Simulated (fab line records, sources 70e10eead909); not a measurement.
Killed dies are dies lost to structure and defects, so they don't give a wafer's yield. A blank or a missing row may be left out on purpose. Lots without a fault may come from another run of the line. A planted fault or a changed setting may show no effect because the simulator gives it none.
fab line records | flow nand_harc
record lots=12 wafers=35 last_day=24
route steps=1159 shown A_STAIRCASE@548 END@1159
lots that met no fault: from a run of the same line without faults
start_h: hours from the record's first day to the start of the lot's first wafer shown | wait_h: hours since the lot's step before | " the same as in the row above | L1.1+2: a row that stands for several wafers | - no value, or no start given | * or withheld: withheld | < > ~ a bound
route shown NAME@n: a module of which the file shows steps, and the number in the route of the first | usual: mean/standard deviation of fault-free wafers | same: alike in all rows | chamber/n: place in a boat | sites: the reading at each site | _std_site: their standard deviation | _edge_site: outer sites' mean less inner sites' | radius_mm: how far each site lies from the wafer's centre | mask NAME#n: copy n | behind: the tool/chamber that last shaped the wafer | hold: why the lot was held/for how many hours/how that ended | device: the transistor (n, p or np) that didn't switch | end of line: the same wafers' tests at the end of the route | a step without rows: its recipe alone | killed: dies lost to structure and defects at the first sort, not the wafer's yield | map: a wafer's dies, x killed, . not, _ none there
set.NAME: the setting as run; set.NAME@STEP: as run at that earlier step | model.NAME: the simulator's own value behind a step, which no gauge read
steps of the route over a sample of lots; a table a step, a row a wafer
services: from which hour (start_h, from the record's first day; less than 0 if before it) a tool's chamber was out of use, for how many hours, and why
## steps
# step NHARC_A_STAIRCASE_TRIM_12
# recipe time_s=211.2 o2_flow_sccm=500 ar_flow_sccm=0 bias_w=0 chemistry=O2
# usual drypump_motor_current_A=5.8/0.42 oes_product_au=0.994/0.012 rf_vpp_V=57.5/0.84 showerhead_plenum_p_Torr=3.49/0.11 throttle_valve_pct=17.035/0.009
# columns lot.wafer tool chamber start_h wait_h drypump_motor_current_A oes_product_au rf_hours_counter_h rf_vpp_V showerhead_plenum_p_Torr throttle_valve_pct
L657.3 rie_diel-06 2 232.03 0.2 5.9 0.996 51 58.3 3.50 17.033
L657.1 " 0 " " 5.7 0.979 57 58.5 3.53 17.034
L657.2 " 1 " " 5.2 0.992 48 56.9 3.50 17.029
L661.2 rie_diel-06 0 252.38 0.1 5.7 0.983 1 57.1 3.53 17.039
L661.3 " 2 " " 5.9 0.991 1 56.3 3.50 17.043
L661.6 " 3 " " 6.4 1.003 - 57.4 3.48 17.015
L658.3 rie_diel-06 2 256.96 0.1 5.8 0.992 3 57.7 3.50 17.045
L658.1 " 3 " " 6.4 1.013 3 57.5 3.48 17.048
L658.5 " 1 " " 5.1 0.995 - 57.3 3.50 17.029
L663.4 rie_diel-02 0 276.93 0.1 6.0 0.989 44 57.9 3.33 17.037
L663.3 " 1 " " 6.2 0.969 41 58.3 3.70 17.035
L663.6 " 0 " " 5.9 0.987 - 56.9 3.33 17.042
L662.2 rie_diel-01 0 277.08 0.1 5.9 0.983 53 58.0 3.64 17.044
L662.3 " 1 " " 5.0 1.017 54 57.2 3.45 17.035
L662.4 " 3 " " 6.6 1.001 54 56.2 3.68 17.038
L666.1 rie_diel-06 0 295.19 0.1 5.7 0.998 18 56.5 3.52 17.039
L666.6 " 3 " " 6.4 1.004 - 57.8 3.47 17.029
L666.5 " 0 " " 5.6 0.991 - 57.4 3.52 17.021
L669.1 rie_diel-01 0 328.36 0.1 5.8 1.000 1 58.3 3.63 17.047
L669.3 " 1 " " 5.0 1.028 1 56.1 3.45 17.031
L669.2 " 2 " " 5.2 1.004 1 57.5 3.61 17.044
L668.1 rie_diel-06 3 328.78 0.1 6.4 1.004 15 57.1 3.47 17.038
L668.3 " 0 " " 5.6 0.988 27 57.7 3.51 17.033
L668.5 " 3 " " 6.4 1.002 - 56.8 3.47 17.023
L672.1 rie_diel-06 1 337.45 0.1 5.0 0.981 31 57.2 3.48 17.036
L672.3 " 3 " " 6.4 0.992 21 58.6 3.47 17.022
L672.5 " 2 " " 5.9 0.985 - 58.2 3.48 17.029
L674.4 rie_diel-06 0 341.45 0.1 5.6 0.985 34 58.1 3.51 17.041
L674.3 " 2 " " 5.9 1.002 35 58.7 3.48 17.038
L676.1 rie_diel-02 3 346.56 0.1 6.0 1.016 4 58.5 3.32 17.038
L676.3 " 1 " " 6.1 0.996 5 59.7 3.69 17.040
L676.6 " 2 " " 5.7 0.996 - 57.5 3.45 17.042
L677.3 rie_diel-02 2 363.23 0.1 5.7 0.993 12 57.1 3.44 17.037
L677.5 " 3 " " 6.0 0.996 - 56.1 3.32 17.045
L677.6 " 0 " " 6.0 1.003 - 58.8 3.32 17.015
# step NHARC_A_STAIRCASE_ETCH_19
# recipe target_depth_a=1000 time_s=40.5 ion_energy_ev=400 c4f8_flow_sccm=20 o2_flow_sccm=10 ar_flow_sccm=withheld rf_w=600 bias_w=1000 chemistry=C4F8/O2
# usual oes_product_au=0.935/0.013 rf_vpp_V=894/4.1 run_length_s=61.8/0.34
# columns lot.wafer tool chamber start_h wait_h oes_product_au rf_hours_counter_h rf_vpp_V run_length_s
L657.1 rie_diel-06 2 - - 0.924 51 895 61.5
L657.2 " 0 " " 0.923 58 896 61.6
L657.3 " 1 " " 0.926 49 895 61.7
L661.2 rie_diel-06 2 - - 0.934 1 896 61.8
L661.3 " 0 " " 0.941 1 894 61.9
L661.6 " 2 " " 0.942 - 895 61.9
L658.3 rie_diel-06 0 - - 0.919 3 897 61.8
L658.1 " 1 " " 0.944 2 896 62.5
L658.5 " 3 " " 0.935 - 893 61.4
L663.3 rie_diel-02 2 - - 0.928 42 893 61.7
L663.4 " 0 " " 0.923 44 887 61.9
L663.6 " 2 " " 0.932 - 892 61.6
L662.3 rie_diel-01 0 - - 0.921 53 901 61.9
L662.2 " 1 " " 0.946 54 892 61.7
L662.4 " 2 " " 0.940 55 899 61.6
L666.1 rie_diel-06 2 - - 0.934 19 895 61.8
L666.5 " 3 " " 0.945 - 894 61.5
L666.6 " 0 " " 0.944 - 896 61.6
L669.3 rie_diel-01 0 - - 0.930 1 898 61.9
L669.2 " 1 " " 0.960 1 894 62.2
L669.1 " 2 " " 0.947 1 899 61.5
L668.1 rie_diel-06 3 - - 0.930 16 895 61.6
L668.3 " 1 " " 0.931 27 896 61.7
L668.5 " 3 " " 0.931 - 894 61.4
L672.1 rie_diel-06 0 - - 0.931 34 896 61.8
L672.3 " 1 " " 0.937 32 894 61.8
L672.5 " 3 " " 0.938 - 894 61.5
L674.3 rie_diel-06 3 - - 0.934 24 893 61.3
L674.4 " 0 " " 0.926 35 895 62.1
L676.3 rie_diel-02 1 - - 0.922 7 902 61.8
L676.1 " 2 " " 0.915 6 894 61.6
L676.6 " 2 " " 0.922 - 892 61.9
L677.3 rie_diel-02 3 - - 0.945 13 889 61.8
L677.5 " 2 " " 0.924 - 894 61.7
L677.6 " 3 " " 0.939 - 890 61.7
# step NHARC_A_STAIRCASE_TRIM_24
# recipe time_s=211.2 o2_flow_sccm=500 ar_flow_sccm=0 bias_w=0 chemistry=O2
# usual drypump_motor_current_A=5.8/0.41 oes_product_au=0.995/0.01 rf_vpp_V=57.8/0.83 showerhead_plenum_p_Torr=3.49/0.12 throttle_valve_pct=17.036/0.0086
# columns lot.wafer tool chamber start_h wait_h drypump_motor_current_A oes_product_au rf_hours_counter_h rf_vpp_V showerhead_plenum_p_Torr throttle_valve_pct
L657.2 rie_diel-06 3 - - 6.4 0.992 60 57.8 3.48 17.039
L657.1 " 0 " " 5.6 0.974 58 58.0 3.53 17.028
L657.3 " 1 " " 5.1 0.993 49 56.8 3.50 17.038
L661.2 rie_diel-06 2 - - 5.9 0.990 1 59.9 3.50 17.028
L661.3 " 3 " " 6.4 0.998 1 57.3 3.48 17.034
L661.6 " 0 " " 5.6 0.981 - 56.5 3.53 17.038
L658.3 rie_diel-01 1 - - 5.0 1.013 48 57.0 3.46 17.042
L658.1 " 3 " " 6.6 1.000 49 58.2 3.68 17.026
L658.5 " 1 " " 5.0 1.013 - 57.0 3.46 17.033
L663.3 rie_diel-02 0 - - 6.0 0.991 44 57.5 3.34 17.050
L663.4 " 2 " " 5.7 1.001 42 57.2 3.46 17.036
L663.6 " 1 " " 6.1 0.977 - 58.5 3.70 17.046
L662.2 rie_diel-06 1 - - 5.1 0.981 11 56.5 3.49 17.043
L662.3 " 2 " " 5.9 0.993 12 57.9 3.49 17.012
L662.4 " 0 " " 5.6 0.992 - 57.5 3.52 17.040
L666.1 rie_diel-02 0 - - 5.9 0.993 50 56.9 3.33 17.037
L666.5 " 2 " " 5.7 0.984 - 57.5 3.46 17.017
L666.6 " 3 " " 6.0 1.016 - 58.6 3.33 17.050
L669.1 rie_diel-01 3 - - 6.6 0.989 2 58.7 3.67 17.036
L669.2 " 0 " " 5.8 0.995 2 58.1 3.63 17.050
L669.3 " 1 " " 5.0 1.022 2 57.6 3.45 17.022
L668.3 rie_diel-06 0 - - 5.7 0.984 29 58.0 3.51 17.039
L668.1 " 1 " " 5.1 1.001 27 57.7 3.49 17.026
L668.5 " 0 " " 5.7 0.996 - 57.9 3.51 17.034
L672.1 rie_diel-06 0 - - 5.6 0.993 34 58.6 3.51 17.047
L672.3 " 1 " " 5.1 0.989 33 56.9 3.48 17.026
L672.5 " 3 " " 6.4 1.000 - 56.9 3.47 17.027
L674.4 rie_diel-06 1 - - 5.1 0.975 34 57.6 3.48 17.033
L674.3 " 3 " " 6.4 1.000 24 57.3 3.46 17.039
L676.3 rie_diel-01 0 - - 5.9 1.002 12 57.5 3.63 17.024
L676.1 " 1 " " 5.0 1.016 11 58.7 3.44 17.020
L676.6 " 0 " " 5.9 0.999 - 58.1 3.63 17.042
L677.3 rie_diel-02 0 - - 6.0 0.989 10 57.5 3.32 17.030
L677.6 " 3 " " 6.0 1.000 - 58.0 3.32 17.038
L677.5 " 0 " " 6.0 1.004 - 57.0 3.32 17.029
# step NHARC_A_STAIRCASE_ETCH_25
# recipe target_depth_a=1000 time_s=40.5 ion_energy_ev=400 c4f8_flow_sccm=20 o2_flow_sccm=10 ar_flow_sccm=withheld rf_w=600 bias_w=1000 chemistry=C4F8/O2
# usual oes_product_au=0.938/0.012 rf_vpp_V=894/4.3 run_length_s=61.8/0.31
# columns lot.wafer tool chamber start_h wait_h oes_product_au rf_hours_counter_h rf_vpp_V run_length_s
L657.1 rie_diel-06 0 234.40 - 0.911 59 895 61.7
L657.3 " 1 " " 0.948 49 896 61.7
L657.2 " 2 " " 0.944 52 896 61.8
L661.3 rie_diel-06 2 254.04 - 0.937 1 897 61.6
L661.2 " 0 " " 0.936 1 896 61.8
L661.6 " 3 " " 0.952 - 894 61.6
L658.1 rie_diel-01 1 259.46 - 0.951 48 893 61.7
L658.3 " 2 " " 0.960 49 899 61.7
L658.5 " 2 " " 0.956 - 900 61.8
L663.4 rie_diel-02 3 278.60 - 0.956 47 889 61.5
L663.3 " 2 " " 0.936 42 894 62.0
L663.6 " 0 " " 0.948 - 889 62.0
L662.2 rie_diel-06 1 280.94 - 0.924 13 896 61.7
L662.3 " 0 " " 0.920 - 895 62.2
L662.4 " 1 " " 0.932 - 895 61.6
L666.1 rie_diel-02 0 296.96 - 0.938 50 891 61.8
L666.6 " 1 " " 0.929 - 899 61.6
L666.5 " 2 " " 0.928 - 892 61.6
L669.1 rie_diel-01 2 330.62 - 0.958 2 900 61.7
L669.2 " 0 " " 0.961 2 899 62.2
L669.3 " 1 " " 0.961 2 893 62.0
L668.3 rie_diel-06 0 330.97 - 0.930 29 895 72.5
L668.1 " 3 " " 0.934 17 893 61.5
L668.5 " 1 " " 0.919 - 895 61.8
L672.1 rie_diel-06 1 340.67 - 0.945 33 893 61.8
L672.3 " 2 " " 0.946 35 893 72.0
L672.5 " 2 " " 0.937 - 894 62.4
L674.4 rie_diel-06 1 343.75 - 0.924 34 893 62.0
L674.3 " 2 " " 0.926 37 893 71.7
L676.3 rie_diel-01 1 350.76 - 0.952 11 894 62.2
L676.1 " 0 " " 0.947 12 900 61.8
L676.6 " 1 " " 0.958 - 894 62.0
L677.3 rie_diel-02 1 365.29 - 0.934 14 902 61.4
L677.5 " 0 " " 0.949 - 888 61.7
L677.6 " 1 " " 0.927 - 901 61.5
# step NHARC_END_SORT_01
# recipe temp_c=25
# usual killed_at_array=29/10 killed_at_other=0.7/1.1 killed_at_periphery=3.3/2.4 killed_dies=33/11 killed_open=3.3/2 killed_short=1.9/1.3
# same gross_dies=677
# columns lot.wafer tool chamber start_h wait_h killed_at_array killed_at_other killed_at_periphery killed_dies killed_open killed_short
L668.1 prober-01 0 540.71 2.5 32 3 8 43 4 2
L668.3 prober-01 0 542.29 3.1 450 5 6 461 3 2
L668.5 prober-01 0 543.88 3.7 29 1 5 35 3 2
L672.1 prober-02 0 557.75 2.5 40 0 2 42 1 3
L672.3 prober-02 0 559.36 3.1 415 3 2 420 4 3
L672.5 prober-02 0 560.96 3.7 50 0 7 57 5 1
L674.3 prober-01 0 568.21 3.1 453 0 5 458 2 1
L674.4 prober-01 0 569.01 3.4 29 1 0 30 2 1
# killed by level:class
L668.1 A_SLIT:chamber_film_flake=9 A_CHANNEL_HOLE_D1:chamber_film_flake=7 P_CONTACT:chamber_film_flake=6 A_STAIRCASE:chamber_film_flake=5 A_CONTACT:chamber_film_flake=5 THIN_TSV:chamber_film_flake=3 A_CONTACT:geometric_particle:open=2 A_SOURCE_PLATE:geometric_particle:open=1
L668.3 A_STAIRCASE:area_etch=415 A_SLIT:chamber_film_flake=17 A_CONTACT:chamber_film_flake=7 A_STAIRCASE:chamber_film_flake=6 P_CONTACT:chamber_film_flake=5 THIN_TSV:chamber_film_flake=4 A_CHANNEL_HOLE_D1:chamber_film_flake=2 P_CONTACT:geometric_particle:open=1
L668.5 A_SLIT:chamber_film_flake=10 A_CONTACT:chamber_film_flake=10 P_CONTACT:chamber_film_flake=3 A_STAIRCASE:chamber_film_flake=3 A_CHANNEL_HOLE_D1:chamber_film_flake=2 P_STI:geometric_particle:open=1 A_CHANNEL_FILL_D1:geometric_particle:open=1 A_CHANNEL_FILL_D1:geometric_particle:short=1
L672.1 A_CHANNEL_HOLE_D1:chamber_film_flake=20 A_SLIT:chamber_film_flake=15 P_GATE:geometric_particle:short=1 A_CHANNEL_FILL_D1:geometric_particle:open=1 A_STAIRCASE:geometric_particle:short=1 A_WL_FILL:geometric_particle:short=1 P_M2:chamber_film_flake=1 A_STAIRCASE:chamber_film_flake=1
L672.3 A_STAIRCASE:area_etch=375 A_CHANNEL_HOLE_D1:chamber_film_flake=22 A_SLIT:chamber_film_flake=13 A_BLC:geometric_particle:open=2 THIN_TSV:chamber_film_flake=2 P_CONTACT:geometric_particle:open=1 A_ONON_D1:geometric_particle:short=1 A_SGD_CUT:geometric_particle:short=1
L672.5 A_CHANNEL_HOLE_D1:chamber_film_flake=24 A_SLIT:chamber_film_flake=19 P_M2:chamber_film_flake=3 A_CONTACT:geometric_particle:open=2 P_STI:chamber_film_flake=2 P_GATE:geometric_particle:open=1 A_ONON_D1:geometric_particle:open=1 A_WL_FILL:geometric_particle:open=1
L674.3 A_STAIRCASE:area_etch=421 A_CHANNEL_HOLE_D1:chamber_film_flake=27 P_ZERO_WELL:chamber_film_flake=4 A_CHANNEL_HOLE_D1:geometric_particle:short=1 A_CHANNEL_FILL_D1:geometric_particle:open=1 A_M0:geometric_particle:open=1 P_GATE:chamber_film_flake=1 A_ZERO_WELL:chamber_film_flake=1
L674.4 A_CHANNEL_HOLE_D1:chamber_film_flake=21 A_CONTACT:chamber_film_flake=4 A_CHANNEL_FILL_D1:geometric_particle:open=1 A_M0:geometric_particle:open=1 STARTING-WAFER:geometric_particle:short=1 A_ZERO_WELL:chamber_film_flake=1 A_STAIRCASE:chamber_film_flake=1
## services
# columns tool chamber start_h hours kind
rie_diel-02 2 212.03 3.8 repair
rie_diel-06 2 213.47 15.6 repair
rie_diel-06 0 220.35 - clean
rie_diel-06 1 220.35 - clean
rie_diel-06 3 220.35 - clean
rie_diel-02 - 222.35 0.2 repair
rie_diel-06 3 237.56 - consumable_replace:focus_ring
rie_diel-06 3 237.56 9.0 scheduled_down
rie_diel-06 3 237.56 9.0 vent_cycle
rie_diel-06 - 241.28 9.0 pm
rie_diel-06 0 241.28 9.0 vent_cycle
rie_diel-06 1 241.28 9.9 vent_cycle
rie_diel-06 2 241.28 9.0 vent_cycle
rie_diel-06 0 250.28 - clean
rie_diel-06 0 250.28 - consumable_replace:focus_ring
rie_diel-06 2 250.28 - clean
rie_diel-06 3 250.28 - clean
rie_diel-06 3 261.21 33.1 repair
rie_diel-06 - 267.38 0.8 repair
rie_diel-06 0 275.18 - clean
rie_diel-06 1 275.18 - clean
rie_diel-06 2 280.77 1.3 repair
rie_diel-01 - 314.80 9.0 pm
rie_diel-02 - 327.70 9.0 pm
## key
first_sign step=NHARC_A_STAIRCASE_ETCH_25 reading=run_length_s direction=up sigmas=33 usual=* struck=*
effect step=NHARC_END_SORT_01 reading=killed_at_array direction=up sigmas=40 usual=29 struck=439
more_kills_born_at NHARC_A_STAIRCASE_ETCH_25@rie_diel-06=1211
met_at NHARC_A_STAIRCASE_ETCH_25
struck_lots L668,L672,L674
struck_wafers L668.3,L672.3,L674.3
later_rows_left_out L668.3,L672.3,L674.3
tester_left_out L668,L672,L674
not_acting_at NHARC_A_STAIRCASE_TRIM_12,NHARC_A_STAIRCASE_ETCH_19,NHARC_A_STAIRCASE_TRIM_24
onset_between 280.94 330.97
fault kind=process_parameter_drift tool=rie_diel-06 chamber=- onset_h=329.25 steps=NHARC_A_STAIRCASE_ETCH_25 channel=time_s offset=* shape=step end_h=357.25 scope=struck_wafers_only acts_in=* stated=*
# tester_left_out: of these lots the tester's yield and bins aren't shown, on N5 and GAA mostly nor the transistor test; their killed dies are dies lost to structure and defects alone, not to doping, threshold or leakage, so they don't give the yield
# later_rows_left_out: the simulator's readings of these wafers behind a module that went badly wrong aren't trusted and aren't shown, but for the sort
